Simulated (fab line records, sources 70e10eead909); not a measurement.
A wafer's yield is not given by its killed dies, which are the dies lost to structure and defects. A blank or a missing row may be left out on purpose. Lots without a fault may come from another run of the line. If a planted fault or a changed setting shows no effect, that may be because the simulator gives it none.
Matching of chambers -- flow nand_harc -- pecvd-04 running NHARC_A_STAIRCASE_DEP_259: 3 sister chambers
The step deposits SiON, target thk 30 nm. 5 wafers are shown with their chamber, then 10 later ones without.

## WAFERS WITH THEIR CHAMBER
wafer,chamber,heater_power_w (W)
L089.2,1,753
L089.4,0,824
L089.5,2,759
L091.1,1,718
L091.3,0,803

## WAFERS WITH NO CHAMBER GIVEN
wafer,heater_power_w (W)
L091.5,778
L088.1,698
L088.2,743
L088.3,739
L092.1,797
L092.2,722
L092.5,782
L096.1,741
L096.4,731
L096.5,775

## CHAMBER TAKEN BY EACH
wafer,from the rows above,in truth
L091.5,can't be placed: 2 or 0 or 1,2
L088.1,can't be placed: 1 or 2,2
L088.2,can't be placed: 1 or 2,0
L088.3,can't be placed: 1 or 2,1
L092.1,can't be placed: 0 or 2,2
L092.2,can't be placed: 1 or 2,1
L092.5,can't be placed: 2 or 0 or 1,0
L096.1,can't be placed: 1 or 2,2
L096.4,can't be placed: 1 or 2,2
L096.5,can't be placed: 2 or 0 or 1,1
Correctly placed: 0 of 10. These rows do not allow placing 10 (true chamber among the candidates in 9). Wrongly placed: 0.
How it was worked out, from the rows above alone: a wafer's distance from a chamber is the root of the sum, over the readings, of the square of ((its reading less the chamber's mean) divided by the reading's scatter). The wafer belongs to the nearest chamber; if the next one is less than 2 further off, it can't be placed. A chamber's mean is the mean of its shown wafers. How the scatter is found: for the shown wafers, subtract from each reading the mean of its chamber, square and add these, divide the total by (wafers less chambers), then take the root.
